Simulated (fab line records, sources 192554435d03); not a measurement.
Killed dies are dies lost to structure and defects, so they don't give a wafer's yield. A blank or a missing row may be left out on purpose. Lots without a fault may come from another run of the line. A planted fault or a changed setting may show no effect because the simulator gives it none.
Chamber matching | flow n5_finfet | N5_BEOL_M4_PRE_CLEAN_60 on cvd_co-02: 3 sister chambers
The step time 15 s. 6 wafers are shown with their chamber, then 12 later ones without.

WAFERS WITH THEIR CHAMBER
wafer  | chamber | heater_power_w (W)
L087.2 | 2       | 115
L087.3 | 1       | 131
L087.5 | 1       | 134
L091.1 | 2       | 115
L091.2 | 0       | 87
L091.4 | 0       | 89

WAFERS WITHOUT THEIR CHAMBER
wafer  | heater_power_w (W)
L090.2 | 88
L090.4 | 113
L090.5 | 113
L092.1 | 89
L092.4 | 116
L092.6 | 114
L097.1 | 89
L097.2 | 127
L097.4 | 88
L095.2 | 89
L095.3 | 128
L095.5 | 91

WHICH CHAMBER EACH WENT THROUGH
wafer  | from the rows above | in truth
L090.2 | 0                   | 0
L090.4 | 2                   | 2
L090.5 | 2                   | 2
L092.1 | 0                   | 0
L092.4 | 2                   | 2
L092.6 | 2                   | 2
L097.1 | 0                   | 0
L097.2 | 1                   | 1
L097.4 | 0                   | 0
L095.2 | 0                   | 0
L095.3 | 1                   | 1
L095.5 | 0                   | 0
Placed correctly: 12 of 12. Can't be placed from these rows: 0. Placed wrongly: 0.
How it was worked out, from the rows above alone: a wafer's distance from a chamber is the root of the sum, over the readings, of the square of ((its reading less the chamber's mean) divided by the reading's scatter). The wafer belongs to the nearest chamber; if the next one is less than 2 further off, it can't be placed. A chamber's mean is the mean of its shown wafers. The scatter: the root of (the sum of the squares of (reading less its chamber's mean) over the shown wafers, divided by (wafers less chambers)).
